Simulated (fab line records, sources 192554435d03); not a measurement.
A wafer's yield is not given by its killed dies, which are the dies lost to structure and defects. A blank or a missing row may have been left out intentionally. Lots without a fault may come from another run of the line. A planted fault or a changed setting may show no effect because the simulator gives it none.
A sampling plan put to the test | flow n5-finfet | each of the 7 faults these records tell of, on one fab line, judged from the records of the lots it struck
The line's own looks make up the plan; these are the steps of the route where a gauge or inspection reads the wafer and leaves it unchanged. Where struck wafers have a number at a look and the file lists that look's usual mean and standard deviation on fault-free wafers, the look can be judged. Caught: a look later than the fault's first step finds the struck wafers' mean 4 or more of those standard deviations (sigma) from the usual mean. On the tool: here the same test is run on the tool's own readings at the fault's steps. Another recipe on the struck wafers, or a record that is blank for them alone, also counts as caught.

== THE FAULTS, as the simulator had put them in ==
1. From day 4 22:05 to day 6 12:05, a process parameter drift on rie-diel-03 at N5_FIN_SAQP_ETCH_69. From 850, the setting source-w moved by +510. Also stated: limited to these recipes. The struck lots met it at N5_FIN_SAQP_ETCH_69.
2. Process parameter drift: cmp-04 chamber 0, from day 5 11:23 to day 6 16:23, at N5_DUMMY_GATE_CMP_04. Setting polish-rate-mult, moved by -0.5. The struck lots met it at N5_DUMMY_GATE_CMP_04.
3. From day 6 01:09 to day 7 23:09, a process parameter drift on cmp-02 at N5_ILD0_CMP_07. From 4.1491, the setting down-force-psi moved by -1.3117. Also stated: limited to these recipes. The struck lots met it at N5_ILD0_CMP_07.
4. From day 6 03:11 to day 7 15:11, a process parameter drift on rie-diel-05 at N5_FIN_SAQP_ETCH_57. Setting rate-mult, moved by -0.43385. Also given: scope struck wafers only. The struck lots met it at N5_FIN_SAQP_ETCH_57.
5. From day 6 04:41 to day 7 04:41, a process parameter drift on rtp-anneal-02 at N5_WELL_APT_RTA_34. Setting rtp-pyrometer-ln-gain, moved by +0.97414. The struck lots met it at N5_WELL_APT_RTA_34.
6. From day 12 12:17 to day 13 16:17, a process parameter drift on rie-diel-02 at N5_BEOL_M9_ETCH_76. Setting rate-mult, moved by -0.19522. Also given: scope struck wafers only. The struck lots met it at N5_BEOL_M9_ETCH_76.
7. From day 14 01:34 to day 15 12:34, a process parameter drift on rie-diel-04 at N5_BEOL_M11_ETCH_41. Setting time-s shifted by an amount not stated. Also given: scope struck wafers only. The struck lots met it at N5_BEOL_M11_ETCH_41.

== WHAT THE PLAN SAW ==
fault | on the tool itself                          | first look that catches it     | reading, sigma | median hours from its first step to that look | hours from the fault's start to the first struck lot there | judged looks passed uncaught
1     | rf-fwd-power-W +99 or beyond sigma          | no look after it can be judged | -              | -                                             | -                                                          | 0
2     | only faintly: time-to-endpoint-s +2.9 sigma | N5_DUMMY_GATE_THK_MEAS_05      | thk-nm +24     | 0.2                                           | 27                                                         | 0
3     | head-pressure-psi -99 or beyond sigma       | no look after it can be judged | -              | -                                             | -                                                          | 0
4     | etch-rf-on-time-s +33 sigma                 | no look after it can be judged | -              | -                                             | -                                                          | 0
5     | lamp_zone_7_pct -99 or beyond sigma         | no look after it can be judged | -              | -                                             | -                                                          | 0
6     | etch-rf-on-time-s +14 sigma                 | no look after it can be judged | -              | -                                             | -                                                          | 0
7     | run-length-s +11 sigma                      | no look after it can be judged | -              | -                                             | -                                                          | 0
Dash: fault not caught, or number not given in these records.

Caught at a look: 1 of 7. Caught on the tool: 6 of 7. By one or the other: 7 of 7.
Faults 1, 3, 4, 5, 6, 7 were caught on the tool alone.
Caught at a look alone: fault 2.

== THINNER SAMPLING ==
If the look that catches a fault measured only every second or every third lot, by lot number, the first struck lot would be measured this late in the worst case:
fault | struck lots at that look, in order of time | every lot | every second lot | every third lot
2     | L381                                       | 27 h      | may miss it      | may miss it
Hours count from the start of the fault until the first struck lot that is measured. Since the struck wafers were tested as one group against 4 sigma, a single lot by itself may lie under the limit. Other struck lots may not be in these records.

== THE LONGEST TIMED WAY FROM STEP TO LOOK ==
Fault 2: the median time between N5_DUMMY_GATE_CMP_04 and N5_DUMMY_GATE_THK_MEAS_05 is 0.2 hours. No look between them can be judged.
